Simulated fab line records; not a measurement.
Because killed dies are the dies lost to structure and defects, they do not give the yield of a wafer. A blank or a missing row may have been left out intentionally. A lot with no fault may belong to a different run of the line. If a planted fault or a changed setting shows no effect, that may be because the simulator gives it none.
Split-lot trial :: flow n5Finfet :: 21 wafers read across 7 lots, on a route 1938 steps long

## THE SPLIT ITSELF
At N5_BEOL_M4_ILD_DEP_00 (deposits SiOC from DEMS/O2, target thk 79 nm, time 15.3 s), the setting timeS was moved away from the recipe's 15.3 s on 8 of the 21 wafers read, by -12.1% to +14.9%. All remaining wafers had this setting at the recipe value.

Split to reading: the file shows no intervening step.

## THE READING
M4_ILD_THK (nm), taken at N5_BEOL_M4_THK_MEAS_01. On this fab line, fault-free wafers typically give 79.1 nm with a standard deviation of 1.2 nm.

wafer: L077.1
tool, chamber at the split: pecvd-03, 1
timeS as run, s: 15.3
against the recipe: recipe
M4_ILD_THK, nm: 77.4
against lot-mates on the recipe: -

wafer: L077.2
tool, chamber at the split: pecvd-03, 0
timeS as run, s: 17.58
against the recipe: +14.9%
M4_ILD_THK, nm: 89.3
against lot-mates on the recipe: +11.9

wafer: L077.5
tool, chamber at the split: pecvd-03, 2
timeS as run, s: 17.58
against the recipe: +14.9%
M4_ILD_THK, nm: 91.7
against lot-mates on the recipe: +14.3

wafer: L078.1
tool, chamber at the split: pecvd-02, 2
timeS as run, s: 15.3
against the recipe: recipe
M4_ILD_THK, nm: 78.9
against lot-mates on the recipe: -

wafer: L078.2
tool, chamber at the split: pecvd-02, 0
timeS as run, s: 15.3
against the recipe: recipe
M4_ILD_THK, nm: 78.0
against lot-mates on the recipe: -

wafer: L078.4
tool, chamber at the split: pecvd-02, 1
timeS as run, s: 15.3
against the recipe: recipe
M4_ILD_THK, nm: 79.3
against lot-mates on the recipe: -

wafer: L079.2
tool, chamber at the split: pecvd-03, 1
timeS as run, s: 15.3
against the recipe: recipe
M4_ILD_THK, nm: 78.5
against lot-mates on the recipe: -

wafer: L079.5
tool, chamber at the split: pecvd-03, 1
timeS as run, s: 16.68
against the recipe: +9.0%
M4_ILD_THK, nm: 87.5
against lot-mates on the recipe: +9.0

wafer: L079.6
tool, chamber at the split: pecvd-03, 0
timeS as run, s: 16.68
against the recipe: +9.0%
M4_ILD_THK, nm: 86.2
against lot-mates on the recipe: +7.7

wafer: L080.3
tool, chamber at the split: pecvd-02, 0
timeS as run, s: 15.3
against the recipe: recipe
M4_ILD_THK, nm: 78.5
against lot-mates on the recipe: -

wafer: L080.4
tool, chamber at the split: pecvd-02, 0
timeS as run, s: 14.52
against the recipe: -5.1%
M4_ILD_THK, nm: 75.7
against lot-mates on the recipe: -2.8

wafer: L080.6
tool, chamber at the split: pecvd-02, 2
timeS as run, s: 14.52
against the recipe: -5.1%
M4_ILD_THK, nm: 77.0
against lot-mates on the recipe: -1.5

wafer: L085.2
tool, chamber at the split: pecvd-02, 1
timeS as run, s: 15.3
against the recipe: recipe
M4_ILD_THK, nm: 79.3
against lot-mates on the recipe: -

wafer: L085.5
tool, chamber at the split: pecvd-02, 2
timeS as run, s: 15.3
against the recipe: recipe
M4_ILD_THK, nm: 81.8
against lot-mates on the recipe: -

wafer: L085.6
tool, chamber at the split: pecvd-02, 0
timeS as run, s: 15.3
against the recipe: recipe
M4_ILD_THK, nm: 77.9
against lot-mates on the recipe: -

wafer: L092.3
tool, chamber at the split: pecvd-02, 2
timeS as run, s: 15.3
against the recipe: recipe
M4_ILD_THK, nm: 79.2
against lot-mates on the recipe: -

wafer: L092.4
tool, chamber at the split: pecvd-02, 2
timeS as run, s: 15.3
against the recipe: recipe
M4_ILD_THK, nm: 80.3
against lot-mates on the recipe: -

wafer: L092.6
tool, chamber at the split: pecvd-02, 0
timeS as run, s: 13.45
against the recipe: -12.1%
M4_ILD_THK, nm: 70.3
against lot-mates on the recipe: -9.5

wafer: L094.2
tool, chamber at the split: pecvd-02, 0
timeS as run, s: 15.3
against the recipe: recipe
M4_ILD_THK, nm: 78.9
against lot-mates on the recipe: -

wafer: L094.3
tool, chamber at the split: pecvd-02, 1
timeS as run, s: 13.66
against the recipe: -10.7%
M4_ILD_THK, nm: 70.8
against lot-mates on the recipe: -8.8

wafer: L094.6
tool, chamber at the split: pecvd-02, 1
timeS as run, s: 15.3
against the recipe: recipe
M4_ILD_THK, nm: 80.2
against lot-mates on the recipe: -

FIT RESULTS
A straight line over all 21 wafers: M4_ILD_THK changes by +0.761 nm for each +1% of timeS; r = +0.98; the points scatter about the line by 1.1 nm.
The same after taking each lot's own level away (the mean of its wafers on the recipe; 21 wafers): +0.832 nm for each +1%; r = +0.98; scatter 1.1 nm.
According to that fit, moving timeS by its largest amount changes the reading by 12 nm.
From 77.40 to 79.75 nm: that is the span of the lots' own levels, equal to 2.0 times the standard deviation above.
Consequently the slope shifts little with the lot-to-lot level, the two slopes agreeing.
Check: for one of the wafers moved furthest among these (+14.9%), held out of the fit, the line's prediction against its lot-mates is +13.1 nm. It came out at +11.9 nm against them.

## THESE WAFERS: OTHER SPLITS
Note: prior to the reading, these wafers also went through further splits. Each is held against what the fit with the lots' levels taken away leaves over:
other split on the same wafers: N5_BEOL_M1_DESCUM_33 timeS
wafers away from the commonest value: 8
r with M4_ILD_THK (lot level and that fit taken away): -0.10

other split on the same wafers: N5_BEOL_M1_TRENCH_ETCH_37 timeS
wafers away from the commonest value: 10
r with M4_ILD_THK (lot level and that fit taken away): +0.09

other split on the same wafers: N5_BEOL_M2_COAT_76 spinRpm
wafers away from the commonest value: 9
r with M4_ILD_THK (lot level and that fit taken away): -0.03

other split on the same wafers: N5_BEOL_M2_COAT_22 spinRpm
wafers away from the commonest value: 6
r with M4_ILD_THK (lot level and that fit taken away): +0.37

other split on the same wafers: N5_BEOL_M2_ETCH_69 biasW
wafers away from the commonest value: 3
r with M4_ILD_THK (lot level and that fit taken away): +0.04

other split on the same wafers: N5_BEOL_M3_PECVD_72 timeS
wafers away from the commonest value: 5
r with M4_ILD_THK (lot level and that fit taken away): -0.20

other split on the same wafers: N5_BEOL_M3_COAT_73 tempC
wafers away from the commonest value: 3
r with M4_ILD_THK (lot level and that fit taken away): +0.03

## THE WHOLE CHAIN: every reading that the file lists as answering this split, in the file's order
step: N5_BEOL_M4_ILD_DEP_00
what it does: deposits SiOC from DEMS/O2, target thk 79 nm, time 15.3 s
reading: SiOC_of_BEOL_M4_ILD_DEP_00.thkNm (the simulator's own value, which no gauge read)
change (the file's fit): +0.832 nm for each +1% of the setting
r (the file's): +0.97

step: N5_BEOL_M4_THK_MEAS_01
what it does: 
reading: M4_ILD_THK
change (the file's fit): +0.83 for each +1% of the setting
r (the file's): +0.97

## THE FILE'S OWN FIT
M4_ILD_THK changes by +0.83 nm for each +1% of timeS, r = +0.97.
